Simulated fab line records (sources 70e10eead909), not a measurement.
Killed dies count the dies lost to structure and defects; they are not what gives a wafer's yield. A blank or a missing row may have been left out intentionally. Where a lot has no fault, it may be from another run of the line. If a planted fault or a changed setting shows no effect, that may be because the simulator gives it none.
Comparing a struck lot with a sound one | flow nand harc | 18 out of 1302 route steps
Sound: the wafers L669.2, L669.3, L669.5. Wafers L682.2, L682.3, L682.5 were the ones struck. The cause comes at the end.
At each step with rows: each side's tool, then ch and its chambers, then its first start. Under that, the readings that differ: sound wafers | struck wafers | difference of the means | sigmas: that difference in standard deviations of wafers without a fault.
alike: words and numbers the same on both sides, and readings whose means are apart by under 2 such deviations; not compared: readings that were withheld, readings missing a value for some wafer, numbers with overlapping values and no deviation given by the record, and bounds like >300 which may hide the same value.
Wherever a step has rows on one side only, a row that says differs or no value, or a row with sigmas, the two part there. Numbers that don't overlap but have no deviation are shown without sigmas and don't part them. Lack of a reading on every wafer of one side parts them only where that side has two or more wafers.

NHARC_A_M1_PRE_CLEAN_32: time 12 s.
  sound on pecvd-04 ch 0,1,2, day 24 17:35; struck on pecvd-04 ch 0,1,2, day 29 17:05
  alike: heater power w
NHARC_A_M1_DEP_33: deposits SiCN, target thk 30 nm.
  sound on pecvd-04 ch 0,1,2, day 24 17:40; struck on pecvd-04 ch 0,1,2, day 29 17:10
  alike: heater power w
NHARC_A_BONDPAD_DEP_00: deposits SiCN, target thk 250 nm.
  sound on pecvd-01 ch 0,1, day 24 18:13; struck on pecvd-01 ch 0,2, day 29 17:43
  alike: heater power w
NHARC_A_BONDPAD_CMP_29: polishes SiCN, target thk 200 nm.
  sound on cmp-03 ch 2,3, day 24 18:37; struck on cmp-02 ch 0,3, day 29 18:07
  alike: motor current A, retaining ring pressure frac
NHARC_A_BONDPAD_THK_MEAS_30: measures by ellipsometry.
  sound: film metro-01 at day 24 18:52; struck: film metro-01 at day 29 18:22
  alike: thk nm
then, 7 steps without rows for these wafers: NHARC_A_BONDPAD_SRD_31; NHARC_A_BONDPAD_DEHYDRATE_01 (time 120 s); NHARC_A_BONDPAD_HMDS_02 (time 30 s); NHARC_A_BONDPAD_COAT_33 (time 65 s); NHARC_A_BONDPAD_COAT_03 (resist thk 600 nm); NHARC_A_BONDPAD_SOFTBAKE_04 (time 70 s); NHARC_A_BONDPAD_EBR_05.
NHARC_A_BONDPAD_EXPOSE_06: exposes mask A BPAD.
  sound on krf scanner-02 ch 0, day 24 19:17; struck on krf scanner-02 ch 0, day 29 18:40
  reading              | sound             | struck            | difference | sigmas
  exposure dose mJ cm2 | 36.96 36.96 37.01 | 26.03 26.07 26.05 | -10.93     | -99 or more
  alike: mask, reticle temp C
then, 2 steps without rows for these wafers: NHARC_A_BONDPAD_PEB_07 (peb time 80 s); NHARC_A_BONDPAD_DEVELOP_08 (time 50 s).
NHARC_A_BONDPAD_CD_MEAS_09 targets a cd of 500 nm.
  sound on cd sem-02 ch 0, day 24 19:26; struck on cd sem-03 ch 0, day 29 18:49
  reading    | sound             | struck            | difference | sigmas
  cd nm (nm) | 498.6 501.3 497.7 | 492.6 492.5 490.9 | -7.2       | -6
NHARC_A_BONDPAD_OVL_MEAS_35:
  sound: overlay-02 at day 24 19:32; struck: overlay-02 at day 29 18:53
  alike: overlay x nm, overlay y nm
NHARC_END_SORT_01:
  only the struck wafers appear in the record here, on prober-02 ch 0 at day 31 04:02; the sound ones have no rows

## WHERE THEY PART
Last at NHARC_END_SORT_01 as far as this record goes, first at NHARC_A_BONDPAD_EXPOSE_06.

WHY: whatever the simulator had introduced
Process parameters drifting: krf scanner-02 at NHARC_A_BONDPAD_EXPOSE_06, beginning at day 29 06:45. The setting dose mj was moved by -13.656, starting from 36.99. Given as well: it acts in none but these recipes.
